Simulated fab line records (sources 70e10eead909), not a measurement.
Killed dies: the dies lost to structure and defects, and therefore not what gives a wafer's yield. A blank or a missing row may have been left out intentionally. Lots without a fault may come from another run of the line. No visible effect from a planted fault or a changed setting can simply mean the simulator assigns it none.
Matching of chambers ; flow nand-harc ; rie-diel-04 running NHARC_A_CONTACT_ETCH_48: 4 sister chambers
The step etches the open film in CF4, target depth 39 nm, time 65 s. 4 wafers are shown with their chamber, then 7 later ones without.

WAFERS PAIRED WITH THEIR CHAMBERS
wafer;chamber;showerhead-plenum-p-Torr (Torr)
L080.3;1;1.76
L082.1;3;1.68
L084.1;0;1.75
L084.4;2;1.73

WAFERS WHOSE CHAMBER IS MISSING
wafer;showerhead-plenum-p-Torr (Torr)
L084.5;1.73
L090.1;1.68
L090.3;1.75
L090.6;1.75
L097.1;1.74
L097.4;1.67
L097.6;1.74

EACH ONE'S CHAMBER
wafer;from the rows above;in truth
L084.5;2;2
L090.1;3;3
L090.3;can't be placed: 0 or 1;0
L090.6;can't be placed: 0 or 1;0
L097.1;can't be placed: 0 or 2 or 1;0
L097.4;3;3
L097.6;can't be placed: 0 or 2 or 1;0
Correct placement for 3 of the 7. Not placeable from these rows: 4 (in 4, the candidates include the true chamber). 0 placed wrongly.
How it was worked out, from the rows above alone: a wafer's distance from a chamber is the root of the sum, over the readings, of the square of ((its reading less the chamber's mean) divided by the reading's scatter). If the next closest chamber is less than 2 further off than the closest, the wafer can't be placed; otherwise it belongs to the closest. Each chamber's mean is taken over the wafers shown for it. The scatter: root of mean squared gap, hidden wafer to nearest shown wafer, with one shown wafer a chamber.
